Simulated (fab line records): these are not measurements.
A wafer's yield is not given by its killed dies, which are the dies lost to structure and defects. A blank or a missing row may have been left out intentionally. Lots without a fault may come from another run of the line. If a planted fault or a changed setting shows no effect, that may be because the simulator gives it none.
Split-lot experiment + flow n5 finfet + on a route of 1938 steps: 7 lots, 39 wafers read

## ON THE SPLIT
At N5_FIN_SAQP_ETCH_65 (etches SiO2 in CF4, target depth 4 nm, time 4.4 s), the setting time s was moved away from the recipe's 4.4 s on 18 of the 39 wafers read, by -46.7% to +35.3%. All remaining wafers had this setting at the recipe value.

The split's own step is where the reading is taken.

## THE READING
etch.depth nm (the simulator's own value, which no gauge read), in nm, at N5_FIN_SAQP_ETCH_65 (etches SiO2 in CF4, target depth 4 nm, time 4.4 s). There is no usual value for it anywhere in the file. Average 3.986 nm, standard deviation 0.056 nm, over the 21 wafers here run with the recipe.

| wafer  | tool, chamber at the split | time s as run, s | against the recipe | etch.depth nm, nm | against lot-mates on the recipe |
|--------|----------------------------|------------------|--------------------|-------------------|---------------------------------|
| L077.1 | rie si-05, 3               | 5.887            | +33.8%             | 5.441             | +1.465                          |
| L077.2 | rie si-05, 2               | 4.4              | recipe             | 3.923             | -                               |
| L077.3 | rie si-05, 0               | 4.4              | recipe             | 3.976             | -                               |
| L077.4 | rie si-05, 1               | 5.887            | +33.8%             | 5.259             | +1.283                          |
| L077.5 | rie si-05, 3               | 4.4              | recipe             | 4.028             | -                               |
| L077.6 | rie si-05, 0               | 5.887            | +33.8%             | 5.371             | +1.395                          |
| L078.1 | rie si-05, 3               | 4.4              | recipe             | 4.062             | -                               |
| L078.2 | rie si-05, 0               | 3.052            | -30.6%             | 2.796             | -1.184                          |
| L078.3 | rie si-05, 1               | 3.052            | -30.6%             | 2.736             | -1.244                          |
| L078.4 | rie si-05, 2               | 4.4              | recipe             | 3.945             | -                               |
| L078.5 | rie si-05, 2               | 4.4              | recipe             | 3.933             | -                               |
| L078.6 | rie si-05, 3               | 3.052            | -30.6%             | 2.841             | -1.139                          |
| L079.1 | rie si-04, 0               | 4.4              | recipe             | 3.953             | -                               |
| L079.2 | rie si-04, 1               | 5.953            | +35.3%             | 5.532             | +1.555                          |
| L079.3 | rie si-04, 2               | 5.953            | +35.3%             | 5.517             | +1.540                          |
| L079.4 | rie si-04, 3               | 4.4              | recipe             | 3.993             | -                               |
| L079.5 | rie si-04, 3               | 4.4              | recipe             | 3.984             | -                               |
| L079.6 | rie si-04, 2               | 5.953            | +35.3%             | 5.498             | +1.521                          |
| L081.1 | rie si-01, 3               | 4.4              | recipe             | 3.997             | -                               |
| L081.2 | rie si-01, 2               | 4.4              | recipe             | 4.125             | -                               |
| L081.4 | rie si-01, 1               | 4.4              | recipe             | 3.931             | -                               |
| L088.1 | rie si-04, 3               | 3.18             | -27.7%             | 2.839             | -1.184                          |
| L088.2 | rie si-04, 2               | 4.4              | recipe             | 4.045             | -                               |
| L088.3 | rie si-04, 1               | 4.4              | recipe             | 4.1               | -                               |
| L088.4 | rie si-04, 0               | 3.18             | -27.7%             | 2.838             | -1.185                          |
| L088.5 | rie si-04, 3               | 4.4              | recipe             | 3.925             | -                               |
| L088.6 | rie si-04, 2               | 3.18             | -27.7%             | 2.902             | -1.121                          |
| L090.1 | rie si-01, 1               | 4.4              | recipe             | 3.942             | -                               |
| L090.2 | rie si-01, 0               | 4.4              | recipe             | 3.963             | -                               |
| L090.3 | rie si-01, 2               | 2.345            | -46.7%             | 2.185             | -1.766                          |
| L090.4 | rie si-01, 3               | 4.4              | recipe             | 3.949             | -                               |
| L090.5 | rie si-01, 1               | 2.345            | -46.7%             | 2.081             | -1.870                          |
| L090.6 | rie si-01, 0               | 2.345            | -46.7%             | 2.114             | -1.837                          |
| L091.1 | rie si-01, 1               | 4.4              | recipe             | 3.941             | -                               |
| L091.2 | rie si-01, 2               | 3.661            | -16.8%             | 3.458             | -0.521                          |
| L091.3 | rie si-01, 0               | 4.4              | recipe             | 3.994             | -                               |
| L091.4 | rie si-01, 3               | 3.661            | -16.8%             | 3.293             | -0.686                          |
| L091.5 | rie si-01, 3               | 3.661            | -16.8%             | 3.267             | -0.712                          |
| L091.6 | rie si-01, 0               | 4.4              | recipe             | 4.001             | -                               |

FIT RESULTS
A straight line over all 39 wafers: etch.depth nm changes by +0.0407 nm for each +1% of time s; r = +1.00; the points scatter about the line by 0.064 nm.
The same after taking each lot's own level away (the mean of its wafers on the recipe; 39 wafers): +0.0407 nm for each +1%; r = +1.00; scatter 0.066 nm.
On that fit, the largest move of time s shifts the reading by 1.9 nm.
Across the lots, their own levels run from 3.9513 to 4.0233 nm, a range of 1.3 times the standard deviation given above.
So the lot-to-lot level changes the slope little: the two slopes agree.
Check: -1.9 nm against its lot-mates is what the line predicts for one of the wafers moved furthest among these (-46.7%) when that wafer is left out of the fit. Against them it came out at -1.77 nm.

## FILE'S OWN FIT
etch.depth nm changes by +0.0405 nm for each +1% of time s, r = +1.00.
